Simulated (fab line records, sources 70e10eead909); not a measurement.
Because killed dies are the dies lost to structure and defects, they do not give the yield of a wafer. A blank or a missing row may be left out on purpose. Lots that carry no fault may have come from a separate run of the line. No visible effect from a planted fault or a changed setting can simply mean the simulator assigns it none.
Matching of chambers / flow nand harc / rie diel-02 running NHARC_P_BONDPAD_ACTIVATE_29: 4 sister chambers
The step chemistry N2, time 60 s. 4 wafers are shown with their chamber, then 11 later ones without.

== EACH WAFER AND ITS CHAMBER ==
wafer=L836.3; chamber=1; drypump motor current A (A)=6.0
wafer=L844.2; chamber=3; drypump motor current A (A)=5.8
wafer=L844.5; chamber=2; drypump motor current A (A)=6.2
wafer=L850.1; chamber=0; drypump motor current A (A)=5.5

== WAFERS WHOSE CHAMBER IS MISSING ==
wafer=L850.2; drypump motor current A (A)=5.8
wafer=L850.6; drypump motor current A (A)=5.6
wafer=L849.3; drypump motor current A (A)=5.8
wafer=L849.4; drypump motor current A (A)=6.2
wafer=L849.6; drypump motor current A (A)=5.8
wafer=L852.2; drypump motor current A (A)=5.8
wafer=L852.3; drypump motor current A (A)=6.2
wafer=L852.6; drypump motor current A (A)=5.5
wafer=L853.2; drypump motor current A (A)=6.2
wafer=L853.4; drypump motor current A (A)=5.5
wafer=L853.6; drypump motor current A (A)=5.6

== CHAMBER TAKEN BY EACH ==
wafer=L850.2; from the rows above=3; in truth=3
wafer=L850.6; from the rows above=0; in truth=0
wafer=L849.3; from the rows above=3; in truth=3
wafer=L849.4; from the rows above=2; in truth=2
wafer=L849.6; from the rows above=3; in truth=3
wafer=L852.2; from the rows above=3; in truth=3
wafer=L852.3; from the rows above=2; in truth=2
wafer=L852.6; from the rows above=0; in truth=0
wafer=L853.2; from the rows above=2; in truth=2
wafer=L853.4; from the rows above=0; in truth=0
wafer=L853.6; from the rows above=0; in truth=0
Correctly placed: 11 of 11. From these rows, 0 cannot be placed. 0 placed wrongly.
How it was worked out, from the rows above alone: a wafer's distance from a chamber is the root of the sum, over the readings, of the square of ((its reading less the chamber's mean) divided by the reading's scatter). The wafer belongs to the nearest chamber; if the next one is less than 2 further off, it can't be placed. For every chamber, the mean is computed from those of its wafers that are shown. The scatter: root of mean squared gap, hidden wafer to nearest shown wafer, with one shown wafer a chamber.
